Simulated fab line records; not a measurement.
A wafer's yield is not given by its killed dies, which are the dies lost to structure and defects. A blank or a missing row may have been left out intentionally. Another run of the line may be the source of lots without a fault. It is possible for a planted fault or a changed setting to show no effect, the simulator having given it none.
Chamber matching	flow nandHarc	rieDiel-09 running NHARC_P_ZERO_WELL_DESCUM_13: 4 sister chambers
The step chemistry O2, time 3 s. 14 wafers are shown with their chamber, then 7 later ones without.

== WAFERS PAIRED WITH THEIR CHAMBERS ==
wafer	chamber	drypumpMotorCurrentA (A)	o2FlowSccm (sccm)	rfVppV (V)
L076.1	2	5.8	200.3	57.0
L076.3	0	5.2	199.7	57.9
L076.4	1	5.7	199.8	58.3
L083.1	0	5.2	201.0	60.0
L083.2	3	5.6	199.8	57.1
L083.5	3	5.6	199.8	57.0
L090.1	1	5.7	200.1	58.4
L090.3	3	5.7	199.7	57.4
L090.6	3	5.7	200.0	56.1
L091.3	0	5.2	200.3	58.2
L091.4	0	5.2	200.3	58.1
L091.6	1	5.7	199.8	57.3
L093.1	3	5.6	199.4	58.2
L093.3	1	5.7	199.7	57.9

SIGNATURES (averages over the wafers above)
reading	chamber 0	chamber 1	chamber 2	chamber 3	scatter within a chamber
drypumpMotorCurrentA	5.200	5.700	5.800	5.640	0.0346
o2FlowSccm	200.325	199.850	200.300	199.740	0.336
rfVppV	58.550	57.975	57.000	57.160	0.767
Rule: a wafer's distance from a chamber is the root of the sum, over the readings, of the square of ((its reading less the chamber's mean) divided by the reading's scatter). If the next closest chamber is less than 2 further off than the closest, the wafer can't be placed; otherwise it belongs to the closest. The scatter: the root of (the sum of the squares of (reading less its chamber's mean) over the shown wafers, divided by (wafers less chambers)).

== WAFERS WHOSE CHAMBER IS MISSING ==
wafer	drypumpMotorCurrentA (A)	o2FlowSccm (sccm)	rfVppV (V)
L093.6	5.2	200.1	58.4
L095.1	5.6	200.3	58.2
L095.3	5.6	199.6	58.1
L095.4	5.7	200.9	58.0
L097.2	5.2	200.4	59.0
L097.4	5.7	200.3	58.1
L097.5	5.7	200.4	59.4

== WHICH CHAMBER EACH ONE RAN IN ==
wafer	from the rows above	in truth
L093.6	0	0
L095.1	can't be placed: 3 or 1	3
L095.3	can't be placed: 3 or 1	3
L095.4	can't be placed: 1 or 2 or 3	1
L097.2	0	0
L097.4	can't be placed: 1 or 3 or 2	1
L097.5	can't be placed: 1 or 3 or 2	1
Placed correctly: 2 of 7. Can't be placed from these rows: 5 (the true chamber is among the candidates in 5). 0 placed wrongly.
